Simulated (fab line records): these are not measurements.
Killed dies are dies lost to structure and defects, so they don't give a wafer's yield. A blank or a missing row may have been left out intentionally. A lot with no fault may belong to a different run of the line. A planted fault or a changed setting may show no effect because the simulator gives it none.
Commonality check across tools ; flow n5Finfet ; Sampled: 10 lots, 30 wafers

REASON IT WAS OPENED
N5_BEOL_M4_RC_MEAS_101, reading CJ_P: flagged on 2 of 10 lots. No-fault wafers: 5.76, standard deviation 0.14.
Rule: a lot is flagged in two cases, either no wafer of it has a number, or all its wafers with numbers fall more than 4 standard deviations from that mean. All remaining lots are regarded as sound.

lot;measured;on;CJ_P, wafer by wafer;flag
L162;day 7 20:11;prober-02;5.89 5.82 5.71;
L164;day 8 12:26;prober-02;5.64 5.58 5.59;
L165;day 8 15:07;prober-01;5.68 5.98 5.73;
L172;day 10 03:02;prober-01;4.24 4.12 4.11;FLAGGED
L174;day 11 01:11;prober-01;4.21 4.13 4.14;FLAGGED
L179;day 12 08:25;prober-01;5.60 5.72 5.56;
L181;day 12 10:05;prober-02;5.91 6.06 5.96;
L183;day 13 03:38;prober-02;5.56 5.67 5.77;
L185;day 13 15:23;prober-02;5.50 5.62 5.59;
L184;day 13 16:01;prober-02;5.47 5.74 5.68;
On average the flagged lots' numbers are 4.16, which is -1.60 against the usual, or -11 standard deviations.

EACH LOT AND THE TOOL IT RAN ON
2 process steps preceding the reading are held in the record, out of 1938 steps in the route. Cell contents, in order: the tool; ch with the chambers the sampled wafers went through; the start.
lot;flag;N5_ZERO_LAYER_STRIP_24;N5_WELL_APT_IMPLANT_15
L162;;plasmaAsher-02 ch 0,1, day 1 12:55;implanter-02 ch 0, day 1 13:56
L164;;plasmaAsher-01 ch 0,1, day 2 01:04;implanter-02 ch 0, day 2 02:10
L165;;plasmaAsher-01 ch 0,1, day 2 07:01;implanter-02 ch 0, day 2 08:11
L172;FLAGGED;plasmaAsher-02 ch 0,1, day 4 00:54;implanter-02 ch 0, day 4 02:09
L174;FLAGGED;plasmaAsher-02 ch 0,1, day 4 13:14;implanter-02 ch 0, day 4 14:17
L179;;plasmaAsher-01 ch 0,1, day 5 19:05;implanter-01 ch 0, day 5 20:09
L181;;plasmaAsher-02 ch 0,1, day 6 07:18;implanter-01 ch 0, day 6 08:28
L183;;plasmaAsher-01 ch 0,1, day 6 19:05;implanter-01 ch 0, day 6 20:09
L185;;plasmaAsher-02 ch 0,1, day 7 06:55;implanter-01 ch 0, day 7 08:22
L184;;plasmaAsher-02 ch 0,1, day 7 01:01;implanter-02 ch 0, day 7 02:04
What the steps here do:
- N5_ZERO_LAYER_STRIP_24: strips in O2.
- N5_WELL_APT_IMPLANT_15
- N5_BEOL_M4_RC_MEAS_101

FLAGGED OVER TOTAL, TOOL BY TOOL (the gauges that took the reading come last)
step;tool;lots run;flagged;share of the flagged lots;sound lots run after its first flagged lot
N5_ZERO_LAYER_STRIP_24;plasmaAsher-01;4;0;none;-
N5_ZERO_LAYER_STRIP_24;plasmaAsher-02;6;2;all;3 (L181,L184,L185)
N5_WELL_APT_IMPLANT_15;implanter-01;4;0;none;-
N5_WELL_APT_IMPLANT_15;implanter-02;6;2;all;1 (L184)
N5_BEOL_M4_RC_MEAS_101;prober-01;4;2;all;1 (L179)
N5_BEOL_M4_RC_MEAS_101;prober-02;6;0;none;-

THE TABLE: WHAT IT ALLOWS
Every flagged lot was run by 3 rows of the table: plasmaAsher-02 at N5_ZERO_LAYER_STRIP_24, implanter-02 at N5_WELL_APT_IMPLANT_15 and prober-01 at N5_BEOL_M4_RC_MEAS_101.
- plasmaAsher-02 at N5_ZERO_LAYER_STRIP_24 ran 6 lots, 2 of them flagged. Lots that were sound ran on it after the first flagged one (L181, L184, L185); a persistent fault on the entire tool would not allow that.
- implanter-02 at N5_WELL_APT_IMPLANT_15 ran 6 lots, 2 of them flagged. Lots that were sound ran on it after the first flagged one (L184); a persistent fault on the entire tool would not allow that. Its own readings (doseIonsCm2, faradayCurrentUA) fall more than 4 standard deviations out on all wafers of the flagged lots.
- prober-01 at N5_BEOL_M4_RC_MEAS_101 ran 4 lots, 2 of them flagged. Lots that were sound ran on it after the first flagged one (L179); a persistent fault on the entire tool would not allow that.
None of the table's rows ran every flagged lot and, after the first, no sound lot.

WHAT THE SIMULATOR HAD INSERTED
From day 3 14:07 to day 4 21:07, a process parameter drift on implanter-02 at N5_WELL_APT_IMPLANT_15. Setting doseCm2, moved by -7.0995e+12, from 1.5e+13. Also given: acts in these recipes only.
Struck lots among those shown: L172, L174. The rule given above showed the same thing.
